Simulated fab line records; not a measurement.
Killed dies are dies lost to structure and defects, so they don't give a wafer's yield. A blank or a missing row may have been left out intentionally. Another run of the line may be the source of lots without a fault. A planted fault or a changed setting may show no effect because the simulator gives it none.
Which tool is to blame? :: flow n5 finfet :: Sampling: 10 lots, 30 wafers, 5 of 1938 route steps

== WHAT EACH GAUGE READ, for each wafer ==
N5_MOL_CONTACT_COAG_INSPECT_10: inspects for defects (brightfield). Usual: raw defect count reads 78 (standard deviation 33).
lot: L806
measured: day 4 21:20
on: defect inspect-01
raw defect count: 50 36 52
flag: 

lot: L812
measured: day 6 03:48
on: defect inspect-02
raw defect count: 73 72 96
flag: 

lot: L814
measured: day 6 18:26
on: defect inspect-01
raw defect count: 77 50 65
flag: 

lot: L815
measured: day 6 22:23
on: defect inspect-02
raw defect count: 52 47 71
flag: 

lot: L817
measured: day 7 09:07
on: defect inspect-01
raw defect count: 101 159 88
flag: 

lot: L820
measured: day 8 07:17
on: defect inspect-01
raw defect count: 62 72 68
flag: 

lot: L821
measured: day 8 09:07
on: defect inspect-02
raw defect count: 62 63 87
flag: 

lot: L822
measured: day 8 14:09
on: defect inspect-02
raw defect count: 23 38 51
flag: 

lot: L824
measured: day 9 07:15
on: defect inspect-01
raw defect count: 89 68 99
flag: 

lot: L828
measured: day 10 08:37
on: defect inspect-01
raw defect count: 105 80 99
flag: 

N5_BEOL_M4_RC_MEAS_101. Usual: DIBL_N 36.3 mV/V, standard deviation 1.4; DIBL_P 36.2 mV/V, standard deviation 1.5; IOFF_N 0.160 nA/um, standard deviation 0.021; IOFF_P 0.211 nA/um, standard deviation 0.027; ION_N 676 uA/um, standard deviation 7.7; ION_P 463 uA/um, standard deviation 5.5; SS_N 71.4 mV/dec, standard deviation 0.57; SS_P 73.3 mV/dec, standard deviation 0.58; VT_N 249.3 mV, standard deviation 2.5; VT_P -250.1 mV, standard deviation 2.6.
lot: L806
measured: day 7 19:00
on: prober-01
DIBL_N (mV/V): 34.3 35.3 36.3
DIBL_P (mV/V): 34.3 34.4 35.6
IOFF_N (nA/um): 0.147 0.144 0.168
IOFF_P (nA/um): 0.183 0.182 0.192
ION_N (uA/um): 673 667 679
ION_P (uA/um): 460 455 460
SS_N (mV/dec): 71.0 71.3 72.2
SS_P (mV/dec): 73.4 73.5 73.1
VT_N (mV): 249.2 251.0 247.8
VT_P (mV): -253.5 -253.1 -251.2
flag: 

lot: L812
measured: day 9 13:05
on: prober-01
DIBL_N (mV/V): 38.6 38.2 37.8
DIBL_P (mV/V): 37.1 37.4 35.5
IOFF_N (nA/um): 0.156 0.152 0.137
IOFF_P (nA/um): 0.234 0.229 0.201
ION_N (uA/um): 668 673 674
ION_P (uA/um): 467 469 461
SS_N (mV/dec): 71.9 71.0 71.8
SS_P (mV/dec): 73.6 73.6 73.1
VT_N (mV): 252.9 249.7 253.1
VT_P (mV): -250.9 -249.4 -250.7
flag: 

lot: L814
measured: day 10 01:46
on: prober-01
DIBL_N (mV/V): 35.9 35.3 35.4
DIBL_P (mV/V): 37.6 36.3 35.6
IOFF_N (nA/um): 0.178 0.157 0.154
IOFF_P (nA/um): 0.229 0.213 0.201
ION_N (uA/um): 687 672 679
ION_P (uA/um): 463 461 461
SS_N (mV/dec): 71.1 70.7 70.4
SS_P (mV/dec): 73.7 73.3 73.0
VT_N (mV): 248.4 251.2 248.0
VT_P (mV): -251.9 -250.3 -248.6
flag: 

lot: L815
measured: day 10 06:29
on: prober-02
DIBL_N (mV/V): 34.5 34.5 34.8
DIBL_P (mV/V): 35.8 35.7 36.1
IOFF_N (nA/um): 0.155 0.148 0.159
IOFF_P (nA/um): 0.194 0.189 0.199
ION_N (uA/um): 687 685 690
ION_P (uA/um): 471 462 467
SS_N (mV/dec): 71.6 71.3 71.2
SS_P (mV/dec): 72.5 72.8 73.2
VT_N (mV): 249.1 249.6 249.1
VT_P (mV): -251.3 -249.6 -253.2
flag: 

lot: L817
measured: day 10 22:40
on: prober-01
DIBL_N (mV/V): 34.4 36.0 35.0
DIBL_P (mV/V): 35.3 37.7 35.8
IOFF_N (nA/um): 0.131 0.168 0.136
IOFF_P (nA/um): 0.202 0.234 0.205
ION_N (uA/um): 670 674 660
ION_P (uA/um): 464 470 456
SS_N (mV/dec): 71.1 71.9 71.7
SS_P (mV/dec): 72.9 74.5 73.6
VT_N (mV): 252.5 247.5 252.5
VT_P (mV): -251.6 -246.9 -250.2
flag: 

lot: L820
measured: day 11 09:58
on: prober-01
DIBL_N (mV/V): 36.1 36.5 36.4
DIBL_P (mV/V): 35.9 35.2 35.9
IOFF_N (nA/um): 0.178 0.171 0.180
IOFF_P (nA/um): 0.230 0.226 0.238
ION_N (uA/um): 679 679 681
ION_P (uA/um): 475 467 464
SS_N (mV/dec): 72.0 71.3 71.5
SS_P (mV/dec): 74.0 73.6 73.9
VT_N (mV): 245.3 245.6 246.9
VT_P (mV): -247.7 -244.8 -247.4
flag: 

lot: L821
measured: day 11 20:47
on: prober-02
DIBL_N (mV/V): 35.1 38.3 39.6
DIBL_P (mV/V): 33.8 38.1 38.9
IOFF_N (nA/um): 0.132 0.192 0.220
IOFF_P (nA/um): 0.212 0.283 0.301
ION_N (uA/um): 677 686 697
ION_P (uA/um): 465 475 480
SS_N (mV/dec): 70.5 72.5 72.0
SS_P (mV/dec): 72.9 73.9 74.3
VT_N (mV): 249.9 246.7 242.6
VT_P (mV): -245.2 -245.0 -244.7
flag: 

lot: L822
measured: day 12 01:35
on: prober-01
DIBL_N (mV/V): 38.8 36.8 35.9
DIBL_P (mV/V): 38.3 36.7 34.8
IOFF_N (nA/um): 0.210 0.172 0.150
IOFF_P (nA/um): 0.260 0.236 0.195
ION_N (uA/um): 679 685 666
ION_P (uA/um): 466 462 452
SS_N (mV/dec): 71.5 71.6 71.4
SS_P (mV/dec): 73.9 73.6 73.1
VT_N (mV): 245.5 248.6 250.7
VT_P (mV): -248.1 -248.9 -251.8
flag: 

lot: L824
measured: day 12 19:37
on: prober-02
DIBL_N (mV/V): 35.0 35.2 38.0
DIBL_P (mV/V): 34.3 34.6 37.7
IOFF_N (nA/um): 0.146 0.144 0.191
IOFF_P (nA/um): 0.194 0.202 0.251
ION_N (uA/um): 679 667 679
ION_P (uA/um): 467 462 467
SS_N (mV/dec): 70.6 70.2 70.8
SS_P (mV/dec): 72.6 72.6 73.4
VT_N (mV): 249.2 249.8 243.9
VT_P (mV): -249.9 -249.2 -248.9
flag: 

lot: L828
measured: day 13 20:19
on: prober-01
DIBL_N (mV/V): 36.9 36.1 37.2
DIBL_P (mV/V): 37.2 36.4 37.9
IOFF_N (nA/um): 0.179 0.162 0.189
IOFF_P (nA/um): 0.233 0.231 0.242
ION_N (uA/um): 680 683 687
ION_P (uA/um): 468 469 471
SS_N (mV/dec): 71.7 71.4 72.7
SS_P (mV/dec): 73.4 74.0 74.3
VT_N (mV): 249.0 249.9 247.6
VT_P (mV): -246.6 -250.1 -248.8
flag: 

== EACH LOT AND THE TOOL THAT RAN IT (in order: tool; ch and the chambers of the sampled wafers; start) ==
lot: L806
N5_GATE_CUT_VAPOR_ETCH_49: rie metal-02 ch 0,1, day 4 18:04
N5_GATE_CUT_CMP_23: cmp-01 ch 1,2,3, day 4 19:50
N5_MOL_CONTACT_COAG_COAT_103: litho track-03 ch 0, day 4 20:52

lot: L812
N5_GATE_CUT_VAPOR_ETCH_49: rie metal-03 ch 0,1, day 6 00:39
N5_GATE_CUT_CMP_23: cmp-04 ch 0,1, day 6 02:22
N5_MOL_CONTACT_COAG_COAT_103: litho track-05 ch 0, day 6 03:26

lot: L814
N5_GATE_CUT_VAPOR_ETCH_49: rie metal-02 ch 0,1, day 6 15:10
N5_GATE_CUT_CMP_23: cmp-01 ch 1,2, day 6 16:54
N5_MOL_CONTACT_COAG_COAT_103: litho track-02 ch 0, day 6 17:58

lot: L815
N5_GATE_CUT_VAPOR_ETCH_49: rie metal-02 ch 0, day 6 18:59
N5_GATE_CUT_CMP_23: cmp-03 ch 0,2, day 6 20:52
N5_MOL_CONTACT_COAG_COAT_103: litho track-05 ch 0, day 6 21:54

lot: L817
N5_GATE_CUT_VAPOR_ETCH_49: rie metal-02 ch 0,1, day 7 05:58
N5_GATE_CUT_CMP_23: cmp-01 ch 2,3, day 7 07:44
N5_MOL_CONTACT_COAG_COAT_103: litho track-03 ch 0, day 7 08:45

lot: L820
N5_GATE_CUT_VAPOR_ETCH_49: rie metal-03 ch 0,1, day 8 03:59
N5_GATE_CUT_CMP_23: cmp-01 ch 0,3, day 8 05:44
N5_MOL_CONTACT_COAG_COAT_103: litho track-05 ch 0, day 8 06:49

lot: L821
N5_GATE_CUT_VAPOR_ETCH_49: rie metal-02 ch 0,1, day 8 05:48
N5_GATE_CUT_CMP_23: cmp-03 ch 0,1,2, day 8 07:35
N5_MOL_CONTACT_COAG_COAT_103: litho track-05 ch 0, day 8 08:38

lot: L822
N5_GATE_CUT_VAPOR_ETCH_49: rie metal-03 ch 0,1, day 8 11:01
N5_GATE_CUT_CMP_23: cmp-03 ch 0,2,3, day 8 12:44
N5_MOL_CONTACT_COAG_COAT_103: litho track-05 ch 0, day 8 13:48

lot: L824
N5_GATE_CUT_VAPOR_ETCH_49: rie metal-01 ch 0,1, day 9 04:05
N5_GATE_CUT_CMP_23: cmp-01 ch 0,2,3, day 9 05:52
N5_MOL_CONTACT_COAG_COAT_103: litho track-03 ch 0, day 9 06:53

lot: L828
N5_GATE_CUT_VAPOR_ETCH_49: rie metal-03 ch 0,1, day 10 05:28
N5_GATE_CUT_CMP_23: cmp-01 ch 0,2, day 10 07:13
N5_MOL_CONTACT_COAG_COAT_103: litho track-03 ch 0, day 10 08:15
- N5_GATE_CUT_VAPOR_ETCH_49: etches TiAlC in BCl3/Cl2.
- N5_GATE_CUT_CMP_23: polishes, stops on SiO2, t overpolish 23.4 s, target thk 16 nm.
- N5_MOL_CONTACT_COAG_COAT_103: time 60 s, resist thk 80 nm.

== AS READ BY THE TOOLS THEMSELVES (means over the sampled wafers that have a number; for cases with no such wafer, the mark the record gives instead) ==
N5_GATE_CUT_VAPOR_ETCH_49. Usual: drypump motor current A 5.9 A, standard deviation 0.43; oes product au 0.73 a.u., standard deviation 0.082.
lot: L806
tool: rie metal-02
drypump motor current A (A): 6.2
oes product au (a.u.): 0.67
flag: 

lot: L812
tool: rie metal-03
drypump motor current A (A): 6.0
oes product au (a.u.): 0.66
flag: 

lot: L814
tool: rie metal-02
drypump motor current A (A): 6.1
oes product au (a.u.): 0.67
flag: 

lot: L815
tool: rie metal-02
drypump motor current A (A): 6.0
oes product au (a.u.): 0.67
flag: 

lot: L817
tool: rie metal-02
drypump motor current A (A): 6.1
oes product au (a.u.): 0.67
flag: 

lot: L820
tool: rie metal-03
drypump motor current A (A): 6.0
oes product au (a.u.): 0.89
flag: 

lot: L821
tool: rie metal-02
drypump motor current A (A): 6.1
oes product au (a.u.): 0.66
flag: 

lot: L822
tool: rie metal-03
drypump motor current A (A): 6.0
oes product au (a.u.): 0.89
flag: 

lot: L824
tool: rie metal-01
drypump motor current A (A): 5.6
oes product au (a.u.): 0.71
flag: 

lot: L828
tool: rie metal-03
drypump motor current A (A): 6.0
oes product au (a.u.): 0.86
flag: 

N5_GATE_CUT_CMP_23. Usual: motor current A 9.8 A, standard deviation 0.97; overpolish run s 23.400 s, standard deviation 0.0091; time to endpoint s 18.6 s, standard deviation 2.1.
lot: L806
tool: cmp-01
motor current A (A): 9.1
overpolish run s (s): 23.399
time to endpoint s (s): 18.6
flag: 

lot: L812
tool: cmp-04
motor current A (A): 9.0
overpolish run s (s): 23.395
time to endpoint s (s): 14.9
flag: 

lot: L814
tool: cmp-01
motor current A (A): 8.6
overpolish run s (s): 23.397
time to endpoint s (s): 18.6
flag: 

lot: L815
tool: cmp-03
motor current A (A): 9.4
overpolish run s (s): 23.401
time to endpoint s (s): 21.8
flag: 

lot: L817
tool: cmp-01
motor current A (A): 9.9
overpolish run s (s): 23.404
time to endpoint s (s): 19.9
flag: 

lot: L820
tool: cmp-01
motor current A (A): 10.4
overpolish run s (s): 23.398
time to endpoint s (s): 20.2
flag: 

lot: L821
tool: cmp-03
motor current A (A): 9.8
overpolish run s (s): 23.400
time to endpoint s (s): 21.4
flag: 

lot: L822
tool: cmp-03
motor current A (A): 9.5
overpolish run s (s): 23.396
time to endpoint s (s): 19.9
flag: 

lot: L824
tool: cmp-01
motor current A (A): 10.4
overpolish run s (s): 23.403
time to endpoint s (s): 18.9
flag: 

lot: L828
tool: cmp-01
motor current A (A): 10.3
overpolish run s (s): 23.404
time to endpoint s (s): 19.1
flag: 

N5_MOL_CONTACT_COAG_COAT_103. Usual: dispense pressure kPa 55.7 kPa, standard deviation 0.56; heater power total W 500.2 W, standard deviation 1.8; plate temp C 249.98 C, standard deviation 0.16.
lot: L806
tool: litho track-03
dispense pressure kPa (kPa): 56.0
heater power total W (W): 501.9
plate temp C (C): 250.03
flag: 

lot: L812
tool: litho track-05
dispense pressure kPa (kPa): 56.2
heater power total W (W): 499.6
plate temp C (C): 249.88
flag: 

lot: L814
tool: litho track-02
dispense pressure kPa (kPa): 54.9
heater power total W (W): 502.0
plate temp C (C): 250.22
flag: 

lot: L815
tool: litho track-05
dispense pressure kPa (kPa): 56.1
heater power total W (W): 498.5
plate temp C (C): 249.89
flag: 

lot: L817
tool: litho track-03
dispense pressure kPa (kPa): 56.0
heater power total W (W): 500.4
plate temp C (C): 250.20
flag: 

lot: L820
tool: litho track-05
dispense pressure kPa (kPa): 56.2
heater power total W (W): 501.9
plate temp C (C): 249.75
flag: 

lot: L821
tool: litho track-05
dispense pressure kPa (kPa): 56.2
heater power total W (W): 840.4
plate temp C (C): 267.38
flag: OFF

lot: L822
tool: litho track-05
dispense pressure kPa (kPa): 56.1
heater power total W (W): 838.2
plate temp C (C): 267.32
flag: OFF

lot: L824
tool: litho track-03
dispense pressure kPa (kPa): 56.1
heater power total W (W): 500.2
plate temp C (C): 250.05
flag: 

lot: L828
tool: litho track-03
dispense pressure kPa (kPa): 56.1
heater power total W (W): 498.3
plate temp C (C): 249.95
flag: 

== THE ANSWER, worked out from the rows above alone ==
Rule: a lot is off if the mean of its wafers that have a number lies more than 3 standard deviations from the usual mean. A lot without any number at a reading at which 4 lots or more have one is off too. Where the step has rows for the other lots, those lots are counted as sound. The gauges are gone through in route order, then the tools' own readings, and for those a lot's mean is taken as printed above. At the first step where some lot is off, the reading lying furthest off is the one used; lots without a number count as furthest.
Off at N5_MOL_CONTACT_COAG_COAT_103 (heater power total W): L821, L822.
A tool fits if, at that step or a process step before it, it ran every lot that is off, and no sound lot after the first of them. Undecided on this evidence; 2 tools fit (cmp-03 at N5_GATE_CUT_CMP_23, litho track-05 at N5_MOL_CONTACT_COAG_COAT_103).

== WHAT WAS PUT IN BY THE SIMULATOR ==
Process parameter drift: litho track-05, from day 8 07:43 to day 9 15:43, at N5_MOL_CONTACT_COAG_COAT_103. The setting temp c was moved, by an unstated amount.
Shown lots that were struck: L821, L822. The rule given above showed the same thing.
